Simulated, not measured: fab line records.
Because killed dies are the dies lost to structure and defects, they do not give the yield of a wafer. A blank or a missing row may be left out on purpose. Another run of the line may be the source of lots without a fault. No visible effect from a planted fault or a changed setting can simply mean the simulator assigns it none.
Matching of chambers ; flow n5_finfet ; 4 sister chambers for N5_FIN_CUT_ETCH_21 on rie_diel-04
The step etches SOC in N2/H2, target depth 219 nm, overetch 43.8 nm, time 523.5 s. 4 wafers are shown with their chamber, then 9 later ones without.

== EACH WAFER AND ITS CHAMBER ==
wafer;chamber;showerhead_plenum_p_Torr (Torr)
L082.4;1;2.56
L082.5;2;2.63
L091.3;3;2.44
L091.6;0;2.62

== WAFERS WHOSE CHAMBER IS MISSING ==
wafer;showerhead_plenum_p_Torr (Torr)
L093.3;2.62
L093.4;2.62
L093.6;2.62
L094.1;2.43
L094.5;2.55
L094.6;2.62
L097.3;2.62
L097.5;2.62
L097.6;2.43

== WHICH CHAMBER EACH ONE RAN IN ==
wafer;from the rows above;in truth
L093.3;can't be placed: 0 or 2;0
L093.4;can't be placed: 0 or 2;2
L093.6;can't be placed: 0 or 2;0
L094.1;3;3
L094.5;1;1
L094.6;can't be placed: 0 or 2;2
L097.3;can't be placed: 0 or 2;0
L097.5;can't be placed: 0 or 2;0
L097.6;3;3
Correct placement for 3 of the 9. Cannot be placed on the basis of these rows: 6; the candidates contain the true chamber in 6. 0 placed wrongly.
How it was worked out, from the rows above alone: a wafer's distance from a chamber is the root of the sum, over the readings, of the square of ((its reading less the chamber's mean) divided by the reading's scatter). If the next closest chamber is less than 2 further off than the closest, the wafer can't be placed; otherwise it belongs to the closest. The mean given for a chamber averages the wafers shown for that chamber. The scatter: root of mean squared gap, hidden wafer to nearest shown wafer, with one shown wafer a chamber.
